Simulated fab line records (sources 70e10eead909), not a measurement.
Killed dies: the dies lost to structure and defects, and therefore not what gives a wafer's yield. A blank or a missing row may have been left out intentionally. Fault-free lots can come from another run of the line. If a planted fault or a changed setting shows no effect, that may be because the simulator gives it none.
Chamber matching ; flow nand-harc ; 4 sister chambers for NHARC_A_CHANNEL_FILL_D1_ETCHBACK_20 on rie-diel-10
The step etches the open film in C4F8/O2/Ar, target depth 27 nm, time 13.5 s. 4 wafers are shown with their chamber, then 7 later ones without.

## WAFERS WITH THEIR CHAMBER
wafer;chamber;rf-vpp-V (V)
L362.1;2;975
L362.2;0;988
L364.2;3;981
L364.4;1;973

## WAFERS WHOSE CHAMBER IS MISSING
wafer;rf-vpp-V (V)
L364.6;973
L365.1;971
L365.2;975
L365.3;981
L374.1;971
L374.5;975
L374.6;982

## WHICH CHAMBER EACH WENT THROUGH
wafer;from the rows above;in truth
L364.6;can't be placed: 1 or 2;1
L365.1;can't be placed: 1 or 2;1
L365.2;can't be placed: 2 or 1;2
L365.3;3;3
L374.1;can't be placed: 1 or 2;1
L374.5;can't be placed: 2 or 1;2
L374.6;3;3
Placed correctly: 2 of 7. Can't be placed from these rows: 5 (the true chamber is among the candidates in 5). Number placed wrongly: 0.
How it was worked out, from the rows above alone: a wafer's distance from a chamber is the root of the sum, over the readings, of the square of ((its reading less the chamber's mean) divided by the reading's scatter). If the next closest chamber is less than 2 further off than the closest, the wafer can't be placed; otherwise it belongs to the closest. For every chamber, the mean is computed from those of its wafers that are shown. The scatter: with one shown wafer a chamber, the root of the mean of the squares of how far each hidden wafer lies from its nearest shown one.
